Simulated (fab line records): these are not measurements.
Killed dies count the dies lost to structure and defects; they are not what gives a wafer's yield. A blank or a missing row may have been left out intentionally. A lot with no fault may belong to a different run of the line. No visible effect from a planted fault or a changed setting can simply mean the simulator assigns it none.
Matching of chambers || flow n5_finfet || 4 sister chambers for N5_FIN_CUT_CUT_ETCH_26 on rie_diel-04
The step etches SiNx in CH3F/O2, target depth 39 nm, time 55.7 s. 18 wafers are shown with their chamber, then 8 later ones without.

== WAFERS, EACH WITH ITS CHAMBER ==
{"wafer": "L077.4", "chamber": 1, "showerhead_plenum_p_Torr (Torr)": 1.92, "drypump_motor_current_A (A)": 6.3, "oes_ar_750_au (a.u.)": 0.74}
{"wafer": "L077.5", "chamber": 1, "showerhead_plenum_p_Torr (Torr)": 1.92, "drypump_motor_current_A (A)": 6.2, "oes_ar_750_au (a.u.)": 0.74}
{"wafer": "L077.6", "chamber": 0, "showerhead_plenum_p_Torr (Torr)": 1.98, "drypump_motor_current_A (A)": 5.8, "oes_ar_750_au (a.u.)": 0.69}
{"wafer": "L078.2", "chamber": 0, "showerhead_plenum_p_Torr (Torr)": 1.98, "drypump_motor_current_A (A)": 5.8, "oes_ar_750_au (a.u.)": 0.69}
{"wafer": "L078.3", "chamber": 3, "showerhead_plenum_p_Torr (Torr)": 1.97, "drypump_motor_current_A (A)": 5.7, "oes_ar_750_au (a.u.)": 0.71}
{"wafer": "L078.6", "chamber": 3, "showerhead_plenum_p_Torr (Torr)": 1.97, "drypump_motor_current_A (A)": 5.7, "oes_ar_750_au (a.u.)": 0.71}
{"wafer": "L079.1", "chamber": 2, "showerhead_plenum_p_Torr (Torr)": 2.11, "drypump_motor_current_A (A)": 5.3, "oes_ar_750_au (a.u.)": 0.76}
{"wafer": "L079.4", "chamber": 0, "showerhead_plenum_p_Torr (Torr)": 1.98, "drypump_motor_current_A (A)": 5.8, "oes_ar_750_au (a.u.)": 0.69}
{"wafer": "L079.6", "chamber": 3, "showerhead_plenum_p_Torr (Torr)": 1.97, "drypump_motor_current_A (A)": 5.6, "oes_ar_750_au (a.u.)": 0.71}
{"wafer": "L081.1", "chamber": 2, "showerhead_plenum_p_Torr (Torr)": 2.11, "drypump_motor_current_A (A)": 5.2, "oes_ar_750_au (a.u.)": 0.76}
{"wafer": "L081.2", "chamber": 3, "showerhead_plenum_p_Torr (Torr)": 1.97, "drypump_motor_current_A (A)": 5.6, "oes_ar_750_au (a.u.)": 0.71}
{"wafer": "L081.6", "chamber": 2, "showerhead_plenum_p_Torr (Torr)": 2.11, "drypump_motor_current_A (A)": 5.2, "oes_ar_750_au (a.u.)": 0.77}
{"wafer": "L084.1", "chamber": 3, "showerhead_plenum_p_Torr (Torr)": 1.96, "drypump_motor_current_A (A)": 5.7, "oes_ar_750_au (a.u.)": 0.70}
{"wafer": "L084.3", "chamber": 2, "showerhead_plenum_p_Torr (Torr)": 2.10, "drypump_motor_current_A (A)": 5.2, "oes_ar_750_au (a.u.)": 0.76}
{"wafer": "L084.4", "chamber": 1, "showerhead_plenum_p_Torr (Torr)": 1.92, "drypump_motor_current_A (A)": 6.3, "oes_ar_750_au (a.u.)": 0.73}
{"wafer": "L085.1", "chamber": 3, "showerhead_plenum_p_Torr (Torr)": 1.96, "drypump_motor_current_A (A)": 5.7, "oes_ar_750_au (a.u.)": 0.70}
{"wafer": "L085.4", "chamber": 1, "showerhead_plenum_p_Torr (Torr)": 1.91, "drypump_motor_current_A (A)": 6.3, "oes_ar_750_au (a.u.)": 0.72}
{"wafer": "L085.6", "chamber": 2, "showerhead_plenum_p_Torr (Torr)": 2.10, "drypump_motor_current_A (A)": 5.3, "oes_ar_750_au (a.u.)": 0.76}

SIGNATURES, as means of the wafers listed above
{"reading": "showerhead_plenum_p_Torr", "chamber 0": 1.9800, "chamber 1": 1.9175, "chamber 2": 2.1060, "chamber 3": 1.9667, "scatter within a chamber": 0.00484}
{"reading": "drypump_motor_current_A", "chamber 0": 5.800, "chamber 1": 6.275, "chamber 2": 5.240, "chamber 3": 5.667, "scatter within a chamber": 0.0484}
{"reading": "oes_ar_750_au", "chamber 0": 0.6900, "chamber 1": 0.7325, "chamber 2": 0.7620, "chamber 3": 0.7067, "scatter within a chamber": 0.00591}
Rule: a wafer lies at a distance from a chamber equal to the root of the sum of squares, over the readings, of (its reading less the chamber's mean, divided by the reading's scatter). If the next closest chamber is less than 2 further off than the closest, the wafer can't be placed; otherwise it belongs to the closest. How the scatter is found: for the shown wafers, subtract from each reading the mean of its chamber, square and add these, divide the total by (wafers less chambers), then take the root.

== WAFERS MISSING THEIR CHAMBER ==
{"wafer": "L093.2", "showerhead_plenum_p_Torr (Torr)": 1.91, "drypump_motor_current_A (A)": 6.3, "oes_ar_750_au (a.u.)": 0.72}
{"wafer": "L093.4", "showerhead_plenum_p_Torr (Torr)": 1.96, "drypump_motor_current_A (A)": 5.7, "oes_ar_750_au (a.u.)": 0.70}
{"wafer": "L093.6", "showerhead_plenum_p_Torr (Torr)": 2.10, "drypump_motor_current_A (A)": 5.2, "oes_ar_750_au (a.u.)": 0.75}
{"wafer": "L095.2", "showerhead_plenum_p_Torr (Torr)": 1.91, "drypump_motor_current_A (A)": 6.2, "oes_ar_750_au (a.u.)": 0.71}
{"wafer": "L095.5", "showerhead_plenum_p_Torr (Torr)": 2.10, "drypump_motor_current_A (A)": 5.2, "oes_ar_750_au (a.u.)": 0.75}
{"wafer": "L097.1", "showerhead_plenum_p_Torr (Torr)": 1.96, "drypump_motor_current_A (A)": 5.7, "oes_ar_750_au (a.u.)": 0.69}
{"wafer": "L097.5", "showerhead_plenum_p_Torr (Torr)": 2.10, "drypump_motor_current_A (A)": 5.2, "oes_ar_750_au (a.u.)": 0.75}
{"wafer": "L097.6", "showerhead_plenum_p_Torr (Torr)": 1.96, "drypump_motor_current_A (A)": 5.6, "oes_ar_750_au (a.u.)": 0.70}

== WHICH CHAMBER EACH ONE RAN IN ==
{"wafer": "L093.2", "from the rows above": 1, "in truth": 1}
{"wafer": "L093.4", "from the rows above": 3, "in truth": 3}
{"wafer": "L093.6", "from the rows above": 2, "in truth": 2}
{"wafer": "L095.2", "from the rows above": 1, "in truth": 1}
{"wafer": "L095.5", "from the rows above": 2, "in truth": 2}
{"wafer": "L097.1", "from the rows above": "can't be placed: 3 or 0", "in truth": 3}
{"wafer": "L097.5", "from the rows above": 2, "in truth": 2}
{"wafer": "L097.6", "from the rows above": 3, "in truth": 3}
Placed correctly: 7 of 8. These rows do not allow placing 1 (true chamber among the candidates in 1). Wrongly placed: 0.
